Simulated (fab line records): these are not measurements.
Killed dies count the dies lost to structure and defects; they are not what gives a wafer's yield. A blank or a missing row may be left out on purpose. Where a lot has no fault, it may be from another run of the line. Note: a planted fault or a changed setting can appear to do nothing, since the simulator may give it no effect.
A lot that was struck, set against a sound lot || flow n5 finfet || 14 out of 1938 route steps
Sound: these wafers, L561.1, L561.4, L561.6. The struck wafers were L579.2, L579.3, L579.5. At the end, the cause is stated.
Per side, at each step with rows, come the tool, then ch with its chambers, and then its first start. Under that, the readings that differ: sound wafers || struck wafers || difference of the means || sigmas: that difference in standard deviations of wafers without a fault.
alike: readings whose means differ by less than 2 such deviations, and words and numbers that are the same on both sides. not compared: withheld readings, readings that some wafer has no value for, bounds like >300 that may hide the same value, and numbers for which the record gives no deviation and whose values overlap.
Wherever a step has rows on one side only, a row that says differs or no value, or a row with sigmas, the two part there. Numbers that have no deviation but don't overlap get no sigmas and don't part them. A reading missing from all wafers of one side parts the sides only when that side holds two or more wafers.

N5_BEOL_M9_ILD_DEP_00: deposits SiCOH lowk from DEMS/porogen, target thk 308.51 nm, time 58 s.
  sound on pecvd-03 ch 1,2, day 10 12:25; struck on pecvd-02 ch 0,1, day 14 17:26
{"reading": "showerhead plenum p Torr (Torr)", "sound": "5.768 5.760 5.766", "struck": "5.743 5.734 5.720", "difference": -0.032, "sigmas": -2}
  alike: heater power w, throttle valve pct
N5_BEOL_M9_CURE_71: cures SiCOH lowk, time 240 s.
  sound on uv cure-01 ch 0, day 10 12:44; struck on uv cure-02 ch 0, day 14 17:36
  alike: lamp power pct, wafer_temp_C_max
N5_BEOL_M9_THK_MEAS_01:
  sound: film metro-02 at day 10 13:14; struck: film metro-01 at day 14 18:02
  alike: M9_ILD_THK
N5_BEOL_M9_PECVD_70: deposits SiO2 from TEOS/O2, target thk 20 nm, time 22.7 s.
  sound on pecvd-02 ch 0,1,2, day 10 13:17; struck on pecvd-03 ch 0,2, day 14 18:04
  alike: heater power w, showerhead plenum p Torr, throttle valve pct
N5_BEOL_M9_HM_DEP_02: deposits TiN, target thk 20 nm.
  sound: pvd sputter-02 at day 10 14:09; struck: pvd sputter-02 at day 14 18:40
  alike: throttle valve pct
then, 7 steps without rows for these wafers: N5_BEOL_M9_COAT_59 (time 60 s, resist thk 100 nm); N5_BEOL_M9_COAT_60 (time 60 s, resist thk 30 nm); N5_BEOL_M9_COAT_05 (resist thk 90 nm); N5_BEOL_M9_EBR_07; N5_BEOL_M9_SOFTBAKE_06 (time 60 s); N5_BEOL_M9_EXPOSE_08 (exposes mask M9); N5_BEOL_M9_PEB_09 (peb time 60 s).
N5_BEOL_M9_DEVELOP_10: develop time 30 s.
  sound on litho track-04 ch 0, day 10 14:28; struck on litho track-04, day 14 19:06
  no value came back on the struck wafers for chill plate temp C (C), develop time s (s); on the sound wafers chill plate temp C (C) reads 22.95 22.89 22.98
{"reading": "model.CAR-ArF_of_BEOL_M9_COAT_05.thk nm (nm)", "sound": "88.4 88.4 88.4", "struck": "90 90.2 90", "difference": "+2", "sigmas": ""}
N5_BEOL_M9_CD_MEAS_11 targets a cd of 64.1 nm.
  sound on cd sem-03 ch 0, day 10 14:32; struck on cd sem-01 ch 0, day 14 19:10
{"reading": "cd nm (nm)", "sound": "63.4 63.4 63.5", "struck": "- - -", "difference": "no value on the struck wafers", "sigmas": ""}

WHERE THEY PART
First at N5_BEOL_M9_ILD_DEP_00; last, within this record, at N5_BEOL_M9_CD_MEAS_11.

WHY: what had been put in by the simulator
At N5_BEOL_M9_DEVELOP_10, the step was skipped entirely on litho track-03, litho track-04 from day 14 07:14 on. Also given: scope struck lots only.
